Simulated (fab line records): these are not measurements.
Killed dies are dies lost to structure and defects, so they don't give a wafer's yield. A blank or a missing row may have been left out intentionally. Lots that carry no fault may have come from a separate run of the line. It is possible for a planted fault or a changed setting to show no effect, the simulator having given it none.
One fault seen from 2 desks ; flow n5-finfet ; each desk holds nothing but its own numbers, with what lay behind them at the end

## FROM THE METROLOGY DESK
What the gauges read, lot by lot, whatever tool the lot ran on: means of the sampled wafers that have a number. The brackets show how far a lot's mean lies from the usual mean; more than 4 standard deviations puts the lot out of limits, marked OUT. Of its 12 readings 7 are shown: those that lie furthest out on some lot.
Columns: A = M4_RS at N5_BEOL_M4_RS_MEAS_58, usual 0.67 ohm/sq; B = DIBL_N at N5_BEOL_M4_RC_MEAS_101, usual 36.3 mV/V; C = DIBL_P at N5_BEOL_M4_RC_MEAS_101, usual 36.0 mV/V; D = IOFF_N at N5_BEOL_M4_RC_MEAS_101, usual 0.16 nA/um; E = IOFF_P at N5_BEOL_M4_RC_MEAS_101, usual 0.22 nA/um; F = SS_P at N5_BEOL_M4_RC_MEAS_101, usual 73.3 mV/dec; G = VT_P at N5_BEOL_M4_RC_MEAS_101, usual -249 mV
lot;first seen here;A;B;C;D;E;F;G
L151;day 7 23:20;0.65;33.3;32.8;0.12;0.16;72.8;-254
L154;day 8 12:27;0.65;35.9;36.0;0.17;0.23;74.0;-246
L155;day 8 23:55;0.69;35.4;36.1;0.15;0.22;73.0;-251
L161;day 10 05:46;0.70;38.8;38.2;0.20;0.27;73.9;-248
L165;day 12 01:52;0.66;34.2;36.1;0.14;0.21;73.5;-250
This desk's finding: nothing out of limits on any of the 5 lots.

## FOR THE TOOL OWNER'S DESK: pvd-sputter-03
The tool's own readings at N5_BEOL_M4_SPUTTER_88 (material Cu, target thk 4.5 nm, time 8.29 s): means of the sampled wafers that have a number, for each lot that ran on this tool. The brackets show how far a lot's mean lies from the usual mean; more than 4 standard deviations puts the lot out of limits, marked OUT.
Columns: A = throttle-valve-pct at N5_BEOL_M4_SPUTTER_88, usual 30.4 %
lot;first seen here;A
L151;day 7 16:22;29.2
L165;day 11 23:55;28.5
This desk's finding: nothing out of limits on any of the 2 lots.

## PUT TOGETHER
At the metrology desk, nothing out of limits was observed.
The tool owner's desk saw nothing out of limits.

## WHAT THE SIMULATOR HAD INSERTED
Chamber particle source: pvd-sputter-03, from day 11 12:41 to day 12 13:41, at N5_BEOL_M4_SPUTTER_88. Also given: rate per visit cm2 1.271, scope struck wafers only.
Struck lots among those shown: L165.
